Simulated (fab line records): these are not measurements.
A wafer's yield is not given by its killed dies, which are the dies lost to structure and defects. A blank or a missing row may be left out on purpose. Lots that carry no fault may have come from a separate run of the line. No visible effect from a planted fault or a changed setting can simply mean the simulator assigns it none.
fab line records :: flow n5_finfet
record
  lots=4
  wafers=12
  last_day=17
route steps=1938 shown SD_EPI_N@262 SD_EPI_P@295 BEOL_M4@1111 PASSIVATION@1936
lots untouched by any fault: they come from a run of this same line in which no faults occurred
start_h: the number of hours between the record's first day and the start of the first shown wafer of the lot :: wait_h: how many hours have passed since the lot's step before this one :: " identical to the entry in the row above :: L1.1+2: a single row standing in for several wafers :: - value missing, or start not given :: * or withheld: withheld :: < > ~ a bound
route shown NAME@n: names a module that has steps shown in the file, with the first one's number in the route :: usual: mean/standard deviation taken from wafers without a fault :: same: alike in all rows :: chamber/n: place in a boat :: sites: the reading at each site :: _std_site: the standard deviation of these :: _edge_site: mean of outer sites minus mean of inner sites :: radius_mm: for every site, how far away it sits from the centre of the wafer :: mask NAME#n: copy n :: behind: the tool/chamber that last shaped the wafer :: hold: the reason the lot was held/the length of the hold in hours/how it ended :: device: whichever transistor did not switch (one of n, p or np) :: end of line: the route-end tests of the same wafers :: a step with no rows: only its recipe :: killed: at the first sort, the dies lost to defects and structure; wafer yield is something else :: map: shows each die of a wafer: x if killed, . if not, _ if none is there
set.NAME: the setting as run; set.NAME@STEP: as run at that earlier step :: model.NAME: the simulator's own value behind a step, which no gauge read
lots at selected steps of the route; one table per step, one row per wafer
services: a tool's chamber out of use, with start hour (start_h, from the record's first day; less than 0 if before it), hours out, and reason
## steps
# step N5_SD_EPI_N_COAT_32
# recipe
  resist=SOC
  temp_c=250
  time_s=60
  spin_rpm=1500
  resist_thk_nm=350
# step N5_SD_EPI_N_COAT_33
# recipe
  resist=SiARC
  temp_c=220
  time_s=60
  spin_rpm=1500
  resist_thk_nm=35
# step N5_SD_EPI_N_COAT_03
# recipe
  resist=CAR-ArF-block
  spin_rpm=1500
  resist_thk_nm=150
# step N5_SD_EPI_N_EBR_05
# recipe
  solvent=PGMEA
  ebr_width_mm=1.5
# step N5_SD_EPI_N_SOFTBAKE_04
# recipe
  temp_c=110
  time_s=60
  resist=CAR-ArF-block
# step N5_SD_EPI_N_EXPOSE_06
# recipe
  mask_id=SD_N_BLK
  na=1.35
  source_shape=conventional
  sigma_outer=0.8
  polarization=unpolarized
  target_cd_nm=120
  dose_mj=39.75
# step N5_SD_EPI_N_PEB_07
# recipe
  peb_temp_c=110
  peb_time_s=60
  resist=CAR-ArF-block
# step N5_SD_EPI_N_DEVELOP_08
# recipe
  develop_time_s=30
  developer=TMAH
  resist=CAR-ArF-block
  dev_temp_c=23
  rinse_liquid=diw
  dry=air_spin
# step N5_SD_EPI_N_DESCUM_14
# recipe
  chemistry=O2
  time_s=7.9
  source_power_w=50
  bias_power_w=20
  pressure_mtorr=20
  rf_frequency_hz=2.712e+07
  temp_c=40
  resist=CAR-ArF-block
  o2_flow_sccm=225
# step N5_SD_EPI_N_ETCH_34
# recipe
  chemistry=CF4
  target=SiARC
  target_depth_a=455
  mask_material=CAR-ArF-block
  time_s=75.8
  ion_energy_ev=80
  pressure_mtorr=40
  source_w=545
  bias_w=36
  Ar_flow_sccm=100
  cf4_flow_sccm=100
  ends=cleared
# usual
  cf4_flow_sccm=100.01/0.28
  drypump_motor_current_A=5.6/0.39
  etch_rf_on_time_s=75.8/2.3
  oes_product_au=0.67/0.071
  rf_vpp_V=183.9/1
  showerhead_plenum_p_Torr=2.13/0.052
  throttle_valve_pct=15.62/0.13
lot.wafer: L743.2
tool: rie_diel-04
chamber: 3
start_h: 50.83
wait_h: 0.0
cf4_flow_sccm: 99.75
drypump_motor_current_A: 5.5
etch_rf_on_time_s: 70.4
oes_product_au: 0.73
rf_hours_counter_h: 79
rf_vpp_V: 185.2
showerhead_plenum_p_Torr: 2.10
throttle_valve_pct: 15.62

lot.wafer: L743.4
tool: rie_diel-04
chamber: 1
start_h: 50.83
wait_h: 0.0
cf4_flow_sccm: 99.92
drypump_motor_current_A: 5.1
etch_rf_on_time_s: 74.6
oes_product_au: 0.68
rf_hours_counter_h: 108
rf_vpp_V: 183.4
showerhead_plenum_p_Torr: 2.08
throttle_valve_pct: 15.82

lot.wafer: L743.5
tool: rie_diel-04
chamber: 0
start_h: 50.83
wait_h: 0.0
cf4_flow_sccm: 100.15
drypump_motor_current_A: 6.1
etch_rf_on_time_s: 75.3
oes_product_au: 0.65
rf_hours_counter_h: -
rf_vpp_V: 185.7
showerhead_plenum_p_Torr: 2.20
throttle_valve_pct: 15.52

lot.wafer: L753.1
tool: rie_diel-04
chamber: 1
start_h: 113.03
wait_h: 0.0
cf4_flow_sccm: 100.00
drypump_motor_current_A: 5.1
etch_rf_on_time_s: 74.3
oes_product_au: 0.67
rf_hours_counter_h: 128
rf_vpp_V: 183.1
showerhead_plenum_p_Torr: 2.07
throttle_valve_pct: 15.86

lot.wafer: L753.4
tool: rie_diel-04
chamber: 2
start_h: 113.03
wait_h: 0.0
cf4_flow_sccm: 100.06
drypump_motor_current_A: 6.0
etch_rf_on_time_s: 77.4
oes_product_au: 0.61
rf_hours_counter_h: 185
rf_vpp_V: 183.4
showerhead_plenum_p_Torr: 2.12
throttle_valve_pct: 15.60

lot.wafer: L753.6
tool: rie_diel-04
chamber: 0
start_h: 113.03
wait_h: 0.0
cf4_flow_sccm: 100.00
drypump_motor_current_A: 6.1
etch_rf_on_time_s: 75.4
oes_product_au: 0.63
rf_hours_counter_h: -
rf_vpp_V: 185.3
showerhead_plenum_p_Torr: 2.20
throttle_valve_pct: 15.56

lot.wafer: L754.2
tool: rie_diel-04
chamber: 3
start_h: 116.27
wait_h: 0.0
cf4_flow_sccm: 99.72
drypump_motor_current_A: 5.5
etch_rf_on_time_s: 72.5
oes_product_au: 0.70
rf_hours_counter_h: 100
rf_vpp_V: 184.3
showerhead_plenum_p_Torr: 2.09
throttle_valve_pct: 15.67

lot.wafer: L754.3
tool: rie_diel-04
chamber: 2
start_h: 116.27
wait_h: 0.0
cf4_flow_sccm: 100.15
drypump_motor_current_A: 6.0
etch_rf_on_time_s: 77.1
oes_product_au: 0.61
rf_hours_counter_h: 186
rf_vpp_V: 183.7
showerhead_plenum_p_Torr: 2.12
throttle_valve_pct: 15.62

lot.wafer: L754.6
tool: rie_diel-04
chamber: 3
start_h: 116.27
wait_h: 0.0
cf4_flow_sccm: 99.87
drypump_motor_current_A: 5.5
etch_rf_on_time_s: 73.6
oes_product_au: 0.69
rf_hours_counter_h: -
rf_vpp_V: 184.1
showerhead_plenum_p_Torr: 2.09
throttle_valve_pct: 15.66

lot.wafer: L765.1
tool: rie_diel-06
chamber: 2
start_h: 183.06
wait_h: 0.0
cf4_flow_sccm: 99.56
drypump_motor_current_A: 5.5
etch_rf_on_time_s: 80.5
oes_product_au: 0.63
rf_hours_counter_h: 177
rf_vpp_V: 184.5
showerhead_plenum_p_Torr: 2.12
throttle_valve_pct: 15.83

lot.wafer: L765.3
tool: rie_diel-06
chamber: 3
start_h: 183.06
wait_h: 0.0
cf4_flow_sccm: 100.44
drypump_motor_current_A: 5.5
etch_rf_on_time_s: 76.9
oes_product_au: 0.72
rf_hours_counter_h: 65
rf_vpp_V: 184.4
showerhead_plenum_p_Torr: 2.10
throttle_valve_pct: 15.56

lot.wafer: L765.6
tool: rie_diel-06
chamber: 3
start_h: 183.06
wait_h: 0.0
cf4_flow_sccm: 99.72
drypump_motor_current_A: 5.5
etch_rf_on_time_s: 76.7
oes_product_au: 0.73
rf_hours_counter_h: -
rf_vpp_V: 183.2
showerhead_plenum_p_Torr: 2.10
throttle_valve_pct: 15.56
# step N5_SD_EPI_N_ETCH_35
# recipe
  chemistry=N2/H2
  target=SOC
  overetch_a=1080
  mask_material=SiARC
  temp_c=40
  ion_energy_ev=100
  source_w=3000
  bias_w=133
  pressure_mtorr=20
  time_s=486
  n2_flow_sccm=200
  h2_flow_sccm=200
# step N5_SD_EPI_N_STRIP_36
# recipe
  chemistry=N2/H2
  temp_c=40
  n2_flow_sccm=200
  h2_flow_sccm=200
  rf_frequency_hz=6e+07
# step N5_SD_EPI_N_ETCHBACK_44
# recipe
  chemistry=CH3F/O2
  mode=anisotropic_etchback
  target=SiNx
  target_depth_a=145
  stop_on=SiO2
  over_etch_frac=0.3
  ion_energy_ev=120
  pressure_mtorr=30
  source_w=395
  bias_w=73
  Ar_flow_sccm=150
  CH3F_flow_sccm=30
  O2_flow_sccm=20
# step N5_SD_EPI_N_ETCH_45
# recipe
  chemistry=CH3F/O2
  target=SiOCN
  target_depth_a=60
  mask_material=SOC
  ion_energy_ev=60
  bias_w=29
  pressure_mtorr=15
  source_w=410
  Ar_flow_sccm=150
  CH3F_flow_sccm=30
  O2_flow_sccm=20
# step N5_SD_EPI_N_ETCH_16
# recipe
  chemistry=CHF3/O2
  target=SiO2
  target_depth_a=50
  mask_material=SOC
  pressure_mtorr=30
  source_w=650
  bias_w=170
  Ar_flow_sccm=200
  CHF3_flow_sccm=50
  O2_flow_sccm=5
  ion_energy_ev=200
# step N5_SD_EPI_N_STRIP_47
# recipe
  chemistry=CHF3/O2
  resist=SiARC
  rf_frequency_hz=6e+07
# step N5_SD_EPI_N_SD_RECESS_17
# recipe
  chemistry=HBr/Cl2/O2
  target_depth_a=410
  mask_material=SOC
  time_s=23.7
  bt_time_s=3
  pressure_mtorr=10
  icp_w=800
  bias_w=112
  HBr_flow_sccm=150
  Cl2_flow_sccm=80
  O2_flow_sccm=12
# step N5_SD_EPI_N_STRIP_38
# recipe
  chemistry=N2/H2
  power_w=1000
  temp_c=250
  h2_frac=0.65
  overash_fraction=0.3
  pressure_mtorr=withheld
  n2_flow_sccm=1750
  h2_flow_sccm=3250
# step N5_SD_EPI_N_WET_ETCH_43
# recipe
  chemistry=dHF
  dilution=withheld
  time_s=14
  target=SiO2
  target_depth_a=15
  temp_c=25
# step N5_SD_EPI_N_STRIP_18
# recipe
  chemistry=SPM
  time_s=750
  temp_c=130
  h2so4_h2o2_vol_ratio=4
# step N5_SD_EPI_N_SRD_20
# recipe
  dry=ipa_marangoni
  do_ppb=5
  time_s=30
  temp_c=23
  rinse_liquid=diw
# step N5_SD_EPI_N_PRECLEAN_48
# recipe
  chemistry=NF3:NH3
  afs_cycles=2
  temp_c=30
  time_s=20
  sublimation_temp_c=180
  sublimation_time_s=60
  pressure_torr=3
  rf_power_w=30
# step N5_SD_EPI_N_VAPOR_ETCH_50
# recipe
  chemistry=HCl
  target=Si
  temp_c=775
  time_s=54
  pressure_torr=20
  mode=isotropic
# step N5_SD_EPI_N_EPI_21
# recipe
  material=Si:P
  dopant=P
  temp_c=680
  pressure_torr=255
  time_s=690
# step N5_SD_EPI_N_PRECLEAN_24
# recipe
  chemistry=O3/DIW
  time_s=60
  temp_c=22
  o3_ppm=10
# step N5_SD_EPI_N_SRD_25
# recipe
  time_s=30
  temp_c=23
  rinse_liquid=diw
  dry=ipa_marangoni
# step N5_SD_EPI_N_PRECLEAN_49
# recipe
  chemistry=NF3:NH3
  afs_cycles=1
  temp_c=30
  time_s=20
  sublimation_temp_c=180
  sublimation_time_s=60
  pressure_torr=3
  rf_power_w=30
# step N5_SD_EPI_N_LINER_46
# recipe
  material=SiNx
  target_thk_a=30
  temp_c=400
  ald_precursor_family=SiH2I2
  ald_co_reactant=N2/H2-plasma
  pressure_torr=2
# step N5_SD_EPI_N_INSPECT_26
# recipe
  inspect_instrument=darkfield
  mode=post_epi
# usual
  raw_defect_count=219/42
lot.wafer: L743.2
tool: defect_inspect-02
chamber: -
start_h: 54.74
wait_h: 0.1
raw_defect_count: 213

lot.wafer: L743.4
tool: defect_inspect-02
chamber: -
start_h: 54.74
wait_h: 0.1
raw_defect_count: 234

lot.wafer: L743.5
tool: defect_inspect-02
chamber: -
start_h: 54.74
wait_h: 0.1
raw_defect_count: 199

lot.wafer: L753.1
tool: defect_inspect-02
chamber: -
start_h: 120.11
wait_h: 0.1
raw_defect_count: 1626

lot.wafer: L753.4
tool: defect_inspect-02
chamber: -
start_h: 120.11
wait_h: 0.1
raw_defect_count: 1580

lot.wafer: L753.6
tool: defect_inspect-02
chamber: -
start_h: 120.11
wait_h: 0.1
raw_defect_count: 1699

lot.wafer: L754.2
tool: defect_inspect-02
chamber: -
start_h: 120.20
wait_h: 0.1
raw_defect_count: 1589

lot.wafer: L754.3
tool: defect_inspect-02
chamber: -
start_h: 120.20
wait_h: 0.1
raw_defect_count: 1593

lot.wafer: L754.6
tool: defect_inspect-02
chamber: -
start_h: 120.20
wait_h: 0.1
raw_defect_count: 1566

lot.wafer: L765.1
tool: defect_inspect-01
chamber: -
start_h: 188.72
wait_h: 0.1
raw_defect_count: 245

lot.wafer: L765.3
tool: defect_inspect-01
chamber: -
start_h: 188.72
wait_h: 0.1
raw_defect_count: 235

lot.wafer: L765.6
tool: defect_inspect-01
chamber: -
start_h: 188.72
wait_h: 0.1
raw_defect_count: 212
# step N5_SD_EPI_P_COAT_34
# recipe
  resist=SOC
  temp_c=250
  time_s=60
  spin_rpm=1500
  resist_thk_nm=350
# step N5_SD_EPI_P_COAT_35
# recipe
  resist=SiARC
  temp_c=220
  time_s=60
  spin_rpm=1500
  resist_thk_nm=35
# step N5_SD_EPI_P_COAT_03
# recipe
  resist=CAR-ArF-block
  spin_rpm=1500
  resist_thk_nm=150
# step N5_SD_EPI_P_EBR_05
# recipe
  solvent=PGMEA
  ebr_width_mm=1.5
# step N5_SD_EPI_P_SOFTBAKE_04
# recipe
  temp_c=110
  time_s=60
  resist=CAR-ArF-block
# step N5_SD_EPI_P_EXPOSE_06
# recipe
  mask_id=SD_P_BLK
  na=1.35
  source_shape=conventional
  sigma_outer=0.8
  polarization=unpolarized
  target_cd_nm=240
  dose_mj=39.5
# step N5_SD_EPI_P_PEB_07
# recipe
  peb_temp_c=110
  peb_time_s=60
  resist=CAR-ArF-block
# step N5_SD_EPI_P_DEVELOP_08
# recipe
  develop_time_s=30
  developer=TMAH
  resist=CAR-ArF-block
  dev_temp_c=23
  rinse_liquid=diw
  dry=air_spin
# step N5_SD_EPI_P_INSPECT_11
# recipe
  mode=adi
  inspect_instrument=macro
# usual
  raw_defect_count=2.2/1.4
lot.wafer: L743.2
tool: defect_inspect-01
chamber: -
start_h: 55.07
wait_h: 0.0
raw_defect_count: 0

lot.wafer: L743.4
tool: defect_inspect-01
chamber: -
start_h: 55.07
wait_h: 0.0
raw_defect_count: 0

lot.wafer: L743.5
tool: defect_inspect-01
chamber: -
start_h: 55.07
wait_h: 0.0
raw_defect_count: 0

lot.wafer: L753.1
tool: defect_inspect-02
chamber: -
start_h: 120.56
wait_h: 0.0
raw_defect_count: >300

lot.wafer: L753.4
tool: defect_inspect-02
chamber: -
start_h: 120.56
wait_h: 0.0
raw_defect_count: >300

lot.wafer: L753.6
tool: defect_inspect-02
chamber: -
start_h: 120.56
wait_h: 0.0
raw_defect_count: >300

lot.wafer: L754.2
tool: defect_inspect-02
chamber: -
start_h: 120.73
wait_h: 0.0
raw_defect_count: >300

lot.wafer: L754.3
tool: defect_inspect-02
chamber: -
start_h: 120.73
wait_h: 0.0
raw_defect_count: >300

lot.wafer: L754.6
tool: defect_inspect-02
chamber: -
start_h: 120.73
wait_h: 0.0
raw_defect_count: >300

lot.wafer: L765.1
tool: defect_inspect-02
chamber: -
start_h: 189.05
wait_h: 0.0
raw_defect_count: 4

lot.wafer: L765.3
tool: defect_inspect-02
chamber: -
start_h: 189.05
wait_h: 0.0
raw_defect_count: 1

lot.wafer: L765.6
tool: defect_inspect-02
chamber: -
start_h: 189.05
wait_h: 0.0
raw_defect_count: 2
# step N5_BEOL_M4_RC_MEAS_101
# usual
  DIBL_N=37.3/2.3
  DIBL_P=37.4/2.9
  IOFF_N=0.18/0.045
  IOFF_P=0.25/0.054
  ION_N=679/15
  ION_P=468/9.7
  SS_N=71.8/0.62
  SS_P=73.6/0.76
  VT_N=248/4.1
  VT_P=-248/3.6
lot.wafer: L743.2
tool: prober-02
chamber: 0
start_h: 163.88
wait_h: 0.2
DIBL_N[mV/V]: 36.6
DIBL_P[mV/V]: 34.7
IOFF_N[nA/um]: 0.15
IOFF_P[nA/um]: 0.24
ION_N[uA/um]: 671
ION_P[uA/um]: 473
SS_N[mV/dec]: 70.9
SS_P[mV/dec]: 72.6
VT_N[mV]: 251
VT_P[mV]: -246

lot.wafer: L743.4
tool: prober-02
chamber: 0
start_h: 163.88
wait_h: 0.2
DIBL_N[mV/V]: 36.8
DIBL_P[mV/V]: 35.0
IOFF_N[nA/um]: 0.15
IOFF_P[nA/um]: 0.24
ION_N[uA/um]: 664
ION_P[uA/um]: 468
SS_N[mV/dec]: 71.2
SS_P[mV/dec]: 72.1
VT_N[mV]: 249
VT_P[mV]: -249

lot.wafer: L743.5
tool: prober-02
chamber: 0
start_h: 163.88
wait_h: 0.2
DIBL_N[mV/V]: 35.8
DIBL_P[mV/V]: 33.4
IOFF_N[nA/um]: 0.13
IOFF_P[nA/um]: 0.21
ION_N[uA/um]: 668
ION_P[uA/um]: 464
SS_N[mV/dec]: 70.8
SS_P[mV/dec]: 72.1
VT_N[mV]: 250
VT_P[mV]: -247

lot.wafer: L753.1
tool: prober-01
chamber: 0
start_h: 235.73
wait_h: 0.0
DIBL_N[mV/V]: 39.3
DIBL_P[mV/V]: 40.3
IOFF_N[nA/um]: 0.24
IOFF_P[nA/um]: 0.27
ION_N[uA/um]: 697
ION_P[uA/um]: 474
SS_N[mV/dec]: 73.0
SS_P[mV/dec]: 74.3
VT_N[mV]: 243
VT_P[mV]: -249

lot.wafer: L753.4
tool: prober-01
chamber: 0
start_h: 235.73
wait_h: 0.0
DIBL_N[mV/V]: 34.9
DIBL_P[mV/V]: 36.9
IOFF_N[nA/um]: 0.16
IOFF_P[nA/um]: 0.22
ION_N[uA/um]: 676
ION_P[uA/um]: 472
SS_N[mV/dec]: 71.4
SS_P[mV/dec]: 73.0
VT_N[mV]: 247
VT_P[mV]: -251

lot.wafer: L753.6
tool: prober-01
chamber: 0
start_h: 235.73
wait_h: 0.0
DIBL_N[mV/V]: 38.3
DIBL_P[mV/V]: 40.4
IOFF_N[nA/um]: 0.24
IOFF_P[nA/um]: 0.29
ION_N[uA/um]: 685
ION_P[uA/um]: 468
SS_N[mV/dec]: 72.8
SS_P[mV/dec]: 74.1
VT_N[mV]: 245
VT_P[mV]: -245

lot.wafer: L754.2
tool: prober-02
chamber: 0
start_h: 236.62
wait_h: 0.2
DIBL_N[mV/V]: 37.3
DIBL_P[mV/V]: 38.8
IOFF_N[nA/um]: 0.20
IOFF_P[nA/um]: 0.23
ION_N[uA/um]: 690
ION_P[uA/um]: 473
SS_N[mV/dec]: 72.1
SS_P[mV/dec]: 74.6
VT_N[mV]: 243
VT_P[mV]: -251

lot.wafer: L754.3
tool: prober-02
chamber: 0
start_h: 236.62
wait_h: 0.2
DIBL_N[mV/V]: 39.6
DIBL_P[mV/V]: 40.5
IOFF_N[nA/um]: 0.21
IOFF_P[nA/um]: 0.26
ION_N[uA/um]: 678
ION_P[uA/um]: 456
SS_N[mV/dec]: 72.7
SS_P[mV/dec]: 75.0
VT_N[mV]: 249
VT_P[mV]: -251

lot.wafer: L754.6
tool: prober-02
chamber: 0
start_h: 236.62
wait_h: 0.2
DIBL_N[mV/V]: 38.1
DIBL_P[mV/V]: 38.6
IOFF_N[nA/um]: 0.18
IOFF_P[nA/um]: 0.22
ION_N[uA/um]: 669
ION_P[uA/um]: 454
SS_N[mV/dec]: 72.2
SS_P[mV/dec]: 74.0
VT_N[mV]: 250
VT_P[mV]: -252

lot.wafer: L765.1
tool: prober-01
chamber: 0
start_h: 300.52
wait_h: 0.0
DIBL_N[mV/V]: 35.7
DIBL_P[mV/V]: 35.9
IOFF_N[nA/um]: 0.15
IOFF_P[nA/um]: 0.20
ION_N[uA/um]: 665
ION_P[uA/um]: 462
SS_N[mV/dec]: 71.9
SS_P[mV/dec]: 72.8
VT_N[mV]: 253
VT_P[mV]: -251

lot.wafer: L765.3
tool: prober-01
chamber: 0
start_h: 300.52
wait_h: 0.0
DIBL_N[mV/V]: 38.5
DIBL_P[mV/V]: 39.3
IOFF_N[nA/um]: 0.19
IOFF_P[nA/um]: 0.26
ION_N[uA/um]: 687
ION_P[uA/um]: 470
SS_N[mV/dec]: 72.2
SS_P[mV/dec]: 74.0
VT_N[mV]: 247
VT_P[mV]: -245

lot.wafer: L765.6
tool: prober-01
chamber: 0
start_h: 300.52
wait_h: 0.0
DIBL_N[mV/V]: 37.6
DIBL_P[mV/V]: 38.3
IOFF_N[nA/um]: 0.18
IOFF_P[nA/um]: 0.24
ION_N[uA/um]: 690
ION_P[uA/um]: 468
SS_N[mV/dec]: 72.0
SS_P[mV/dec]: 74.0
VT_N[mV]: 247
VT_P[mV]: -249
# step N5_PASSIVATION_PROBE_49
# usual
  defect_limited_yield=91.3/1.5
  killed_at_M0_to_M3=35/8.7
  killed_at_M4_up=14/5.5
  killed_at_contacts=11/5.6
  killed_at_front_end=39/13
  killed_at_other=3.7/2.2
  killed_dies=103/18
  killed_open=69/14
  killed_short=33/7.8
  sort_bin_5_function=5.1/0.99
  sort_bin_6_memory=3.3/0.67
  sort_n_pass=1077/18
  sort_yield_pct=91.2/1.5
# same
  gross_dies=1180
  killed_at_back_side=0
  sort_bin_4_leakage[%]=0
  sort_bin_8_speed[%]=0
lot.wafer: L754.2
tool: prober-02
chamber: -
start_h: 350.47
wait_h: 0.1
defect_limited_yield[%]: 84.9
killed_at_M0_to_M3: 51
killed_at_M4_up: 7
killed_at_contacts: 10
killed_at_front_end: 108
killed_at_other: 2
killed_dies: 178
killed_open: 63
killed_short: 28
sort_bin_5_function[%]: 8.5
sort_bin_6_memory[%]: 3.1
sort_n_pass: 1002
sort_yield_pct[%]: 84.9

lot.wafer: L754.3
tool: prober-02
chamber: -
start_h: 350.52
wait_h: 0.1
defect_limited_yield[%]: 78.2
killed_at_M0_to_M3: 43
killed_at_M4_up: 19
killed_at_contacts: 14
killed_at_front_end: 179
killed_at_other: 2
killed_dies: 257
killed_open: 72
killed_short: 28
sort_bin_5_function[%]: 12.6
sort_bin_6_memory[%]: 4.6
sort_n_pass: 923
sort_yield_pct[%]: 78.2

lot.wafer: L754.6
tool: prober-02
chamber: -
start_h: 350.67
wait_h: 0.3
defect_limited_yield[%]: 85.8
killed_at_M0_to_M3: 34
killed_at_M4_up: 7
killed_at_contacts: 24
killed_at_front_end: 99
killed_at_other: 3
killed_dies: 167
killed_open: 62
killed_short: 20
sort_bin_5_function[%]: 8.7
sort_bin_6_memory[%]: 2.6
sort_n_pass: 1013
sort_yield_pct[%]: 85.8

lot.wafer: L753.1
tool: prober-01
chamber: -
start_h: 352.38
wait_h: 0.0
defect_limited_yield[%]: 80.8
killed_at_M0_to_M3: 42
killed_at_M4_up: 10
killed_at_contacts: 4
killed_at_front_end: 168
killed_at_other: 2
killed_dies: 226
killed_open: 71
killed_short: 36
sort_bin_5_function[%]: 10.0
sort_bin_6_memory[%]: 4.5
sort_n_pass: 954
sort_yield_pct[%]: 80.8

lot.wafer: L753.4
tool: prober-01
chamber: -
start_h: 352.53
wait_h: 0.2
defect_limited_yield[%]: 79.0
killed_at_M0_to_M3: 29
killed_at_M4_up: 11
killed_at_contacts: 6
killed_at_front_end: 201
killed_at_other: 1
killed_dies: 248
killed_open: 68
killed_short: 24
sort_bin_5_function[%]: 12.6
sort_bin_6_memory[%]: 4.1
sort_n_pass: 932
sort_yield_pct[%]: 79.0

lot.wafer: L753.6
tool: prober-01
chamber: -
start_h: 352.63
wait_h: 0.3
defect_limited_yield[%]: 78.7
killed_at_M0_to_M3: 34
killed_at_M4_up: 16
killed_at_contacts: 6
killed_at_front_end: 194
killed_at_other: 1
killed_dies: 251
killed_open: 56
killed_short: 25
sort_bin_5_function[%]: 12.5
sort_bin_6_memory[%]: 4.3
sort_n_pass: 929
sort_yield_pct[%]: 78.7
# killed by level:class
L754.2 SD_EPI_N:unspecified=87 BEOL_M2:geometric_particle:open=14 BEOL_M0_SAQP:geometric_particle:short=8 BEOL_M1:geometric_particle:open=8 BEOL_M0_SAQP:geometric_particle:open=7 MOL_CONTACT_COAG:geometric_particle:open=6 FIN_SAQP:geometric_particle:open=5 GATE_CUT:geometric_particle:short=5
L754.3 SD_EPI_N:unspecified=156 BEOL_M4:geometric_particle:open=11 MOL_CONTACT_COAG:geometric_particle:open=10 FIN_SAQP:geometric_particle:open=8 BEOL_M0:geometric_particle:open=8 BEOL_M0_SAQP:geometric_particle:short=6 BEOL_M1:geometric_particle:open=6 DUMMY_GATE:geometric_particle:open=5
L754.6 SD_EPI_N:unspecified=85 MOL_CONTACT_COAG:geometric_particle:open=23 BEOL_M0_SAQP:geometric_particle:open=8 BEOL_M0:geometric_particle:open=8 BEOL_M2:geometric_particle:open=6 FIN_SAQP:geometric_particle:open=5 BEOL_M0_SAQP:geometric_particle:short=4 BEOL_M4:geometric_particle:open=4
L753.1 SD_EPI_N:unspecified=119 STI_FIN_REVEAL:geometric_particle:open=13 BEOL_M2:geometric_particle:open=11 GATE_CUT:geometric_particle:short=10 BEOL_M4:geometric_particle:open=8 BEOL_M3:geometric_particle:open=6 FIN_SAQP:geometric_particle:open=5 GATE_CUT:geometric_particle:open=5
L753.4 SD_EPI_N:unspecified=156 FIN_SAQP:geometric_particle:open=16 BEOL_M0_SAQP:geometric_particle:open=12 STI_FIN_REVEAL:geometric_particle:open=11 BEOL_M0_SAQP:geometric_particle:short=7 BEOL_M4:geometric_particle:open=7 MOL_CONTACT_COAG:geometric_particle:open=6 SPACER0:geometric_particle:open=5
L753.6 SD_EPI_N:unspecified=170 BEOL_M0_SAQP:geometric_particle:open=10 BEOL_M0_SAQP:geometric_particle:short=8 STI_FIN_REVEAL:geometric_particle:open=6 MOL_CONTACT_COAG:geometric_particle:open=6 BEOL_M4:geometric_particle:short=6 FIN_SAQP:geometric_particle:open=5 BEOL_M1:geometric_particle:open=5
# map L753.6 (x killed, . not)
_________________............________________
______________..........x......._____________
___________.x..x...........x.......__________
__________.......xxxx.xxxx.........x_________
________......x.xxxxxxxx.x..x.....x..._______
_______.....x.xxxxxxxxxxxxx..x.........______
______x.......xxxxxxxxxxxxxx....x......._____
_____.......x.xxxxxxxxxxxxx.xx...........____
____.......x.xxxxxxxxxxxxxxx..x.x..x......___
___....x......xxxxxxxxxxxxxxx.x............__
___..x.......x.xxxxxxxxxxxxxx..............__
__...........xxxxxxxxxxxxxxxxx.............._
__....xx......xxxxxxxxxxxxx.xx.x...x........_
_..xx.......x...xxxxxxxxxx.x.x.......x.....x.
_....x...x....x.xxxxxxxx..x..................
_...........x...xxx..xxx.....x.....x.........
_...............x...xx.x................x....
_..x..........x...x..................x.......
_.........x..................................
_.......x............x..x.........xx.........
_....x......x..x..........x..................
__........xx.....x......................x..._
__...x..x...................x.x............x_
___..x............xx.........x.....xx......__
___.x......................................__
____......xx.......x......................___
_____x.....x...................x...x....x____
______................x................._____
_______...x..x.........................______
________..........x.......x..........._______
__________.......x.................._________
___________x....x.............x....__________
______________.x................_____________
_________________............________________
# map L754.3 (x killed, . not)
_________________..x........x________________
______________..x..............._____________
___________.........x.......x......__________
__________.........................._________
________..................xx........x._______
_______.........x......................______
______....x...............x.......x....._____
_____..x.........xx............x.x.......____
____.x.......x.........x.....x............___
___........xx......................x......x__
___..........................x.x.......x...__
__.xx...x..........x....x.......x....x..x..._
__.......x........x...x......x........x..x.._
_..................xx............x...........
_....x....x....x.......x..........x..........
_xx.............x.........x...........x......
_.........x......x...........................
_............................x...............
_...x.................x.x.xxxxxxxx.......x...
_..x....xx..x.........xxxxxxxxxxxx...........
_..x.................x.xxxxxxxxxxxx..........
__...x......x.x....x.xxxxxxxxxxxxx.......xx._
__.x.......x.....x..xxxxxxxxxxxxx.xx........_
___..x.....x........xxxxxxxxxxxxxx..x......__
___.........x.......xxxxxxxxxxxxxxxx.......__
____..............x.xxxxxxxxxxxxxx.x......___
_____x..............xxxxxxxxxxxxxxx......____
______..x.....x.....xxxxxxxxxxxxxxxx...._____
_______..........x....xxxxxxxxxxx.xx...______
________x...............xxx.x..xx....._______
__________.x............x..xxx.x...x_________
___________.....x...x....x.x.x.....__________
______________..............xx.._____________
_________________...........x________________
## services
tool: rie_diel-04
chamber: 0
start_h: 29.17
hours: 9.4
kind: repair

tool: rie_diel-06
chamber: 0
start_h: 57.42
hours: 4.3
kind: repair

tool: rie_diel-06
chamber: 1
start_h: 61.97
hours: -
kind: clean

tool: rie_diel-06
chamber: 1
start_h: 61.97
hours: -
kind: consumable_replace:focus_ring

tool: rie_diel-06
chamber: 1
start_h: 61.97
hours: 16.0
kind: scheduled_down

tool: rie_diel-06
chamber: 1
start_h: 61.97
hours: 16.0
kind: vent_cycle

tool: rie_diel-04
chamber: 3
start_h: 69.58
hours: 3.5
kind: repair

tool: rie_diel-06
chamber: 2
start_h: 148.52
hours: 29.0
kind: repair

tool: rie_diel-06
chamber: 0
start_h: 177.60
hours: -
kind: clean

tool: rie_diel-06
chamber: 0
start_h: 177.60
hours: -
kind: consumable_replace:focus_ring

tool: rie_diel-06
chamber: 0
start_h: 177.60
hours: 13.5
kind: scheduled_down

tool: rie_diel-06
chamber: 0
start_h: 177.60
hours: 13.5
kind: vent_cycle

tool: rie_diel-04
chamber: 2
start_h: 179.58
hours: 5.0
kind: repair
## key
first_sign
  step=N5_SD_EPI_N_INSPECT_26
  reading=raw_defect_count
  direction=up
  sigmas=33
  usual=219
  struck=1609
effect
  step=N5_SD_EPI_P_INSPECT_11
  reading=raw_defect_count
  direction=up
  sigmas=99+
  usual=2.2
  struck=>300
effect
  step=N5_PASSIVATION_PROBE_49
  reading=killed_at_front_end
  direction=up
  sigmas=9.3
  usual=39
  struck=158
more_kills_born_at
  N5_SD_EPI_N_ETCH_34@rie_diel-04=773
met_at N5_SD_EPI_N_ETCH_34
struck_wafers L753.1,L753.4,L753.6,L754.2,L754.3,L754.6
onset_between 50.83 113.03
fault
  kind=chamber_particle_source
  tool=rie_diel-04
  chamber=-
  onset_h=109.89
  steps=N5_SD_EPI_N_ETCH_34
  rate_per_visit_cm2=2.197
  end_h=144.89
